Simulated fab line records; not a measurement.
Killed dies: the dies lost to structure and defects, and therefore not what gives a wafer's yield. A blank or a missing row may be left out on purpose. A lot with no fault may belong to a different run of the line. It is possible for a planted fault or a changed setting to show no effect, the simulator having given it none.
Chamber matching | flow nand-harc | NHARC_P_M1_DEP_33 on pecvd-03: 3 sister chambers
The step deposits SiCN, target thk 30 nm. 3 wafers are shown with their chamber, then 7 later ones without.

## EACH WAFER AND ITS CHAMBER
wafer  | chamber | heater-power-w (W)
L205.6 | 2       | 546
L208.1 | 0       | 618
L208.5 | 1       | 476

## WAFERS WITHOUT THEIR CHAMBER
wafer  | heater-power-w (W)
L208.6 | 551
L210.1 | 425
L210.3 | 571
L210.6 | 558
L222.2 | 412
L222.3 | 610
L222.6 | 604

## WHICH CHAMBER EACH WENT THROUGH
wafer  | from the rows above     | in truth
L208.6 | can't be placed: 2 or 0 | 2
L210.1 | 1                       | 1
L210.3 | can't be placed: 2 or 0 | 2
L210.6 | can't be placed: 2 or 0 | 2
L222.2 | 1                       | 1
L222.3 | can't be placed: 0 or 2 | 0
L222.6 | can't be placed: 0 or 2 | 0
2 of 7 placed correctly. These rows do not allow placing 5 (true chamber among the candidates in 5). Wrongly placed: 0.
How it was worked out, from the rows above alone: a wafer's distance from a chamber is the root of the sum, over the readings, of the square of ((its reading less the chamber's mean) divided by the reading's scatter). If the next closest chamber is less than 2 further off than the closest, the wafer can't be placed; otherwise it belongs to the closest. For every chamber, the mean is computed from those of its wafers that are shown. The scatter (one wafer shown for each chamber): square how far every hidden wafer sits from the nearest shown wafer, average those squares and take the square root.
